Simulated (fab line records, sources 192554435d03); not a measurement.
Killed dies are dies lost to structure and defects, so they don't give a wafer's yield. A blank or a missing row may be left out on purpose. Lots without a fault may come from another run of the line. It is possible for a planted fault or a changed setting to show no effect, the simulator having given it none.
Chamber matching	flow n5 finfet	4 sister chambers for N5_MOL_CONTACT_COAG_ETCH_105 on rie diel-05
The step etches SiARC in CF4, target depth 15.6 nm, time 26 s. 7 wafers are shown with their chamber, then 7 later ones without.

== WAFERS PAIRED WITH THEIR CHAMBERS ==
wafer	chamber	showerhead plenum p Torr (Torr)	throttle valve pct (%)
L082.5	1	2.12	15.78
L083.5	2	2.19	15.47
L088.2	3	2.20	15.95
L090.3	2	2.18	15.52
L090.5	0	2.10	15.29
L091.3	3	2.20	15.97
L091.5	0	2.10	15.29

== WAFERS WITH NO CHAMBER GIVEN ==
wafer	showerhead plenum p Torr (Torr)	throttle valve pct (%)
L091.6	2.11	15.82
L094.1	2.20	16.00
L094.5	2.11	15.84
L094.6	2.10	15.30
L096.1	2.20	15.99
L096.2	2.18	15.05
L096.5	2.10	15.29

== EACH ONE'S CHAMBER ==
wafer	from the rows above	in truth
L091.6	1	1
L094.1	3	3
L094.5	1	1
L094.6	0	0
L096.1	3	3
L096.2	2	2
L096.5	0	0
Correct placement for 7 of the 7. Number that these rows cannot place: 0. Placed wrongly: 0.
How it was worked out, from the rows above alone: a wafer's distance from a chamber is the root of the sum, over the readings, of the square of ((its reading less the chamber's mean) divided by the reading's scatter). The wafer belongs to the nearest chamber; if the next one is less than 2 further off, it can't be placed. For every chamber, the mean is computed from those of its wafers that are shown. The scatter is the square root of a quotient: the sum, over the shown wafers, of each reading's squared deviation from its chamber's mean, divided by wafers minus chambers.
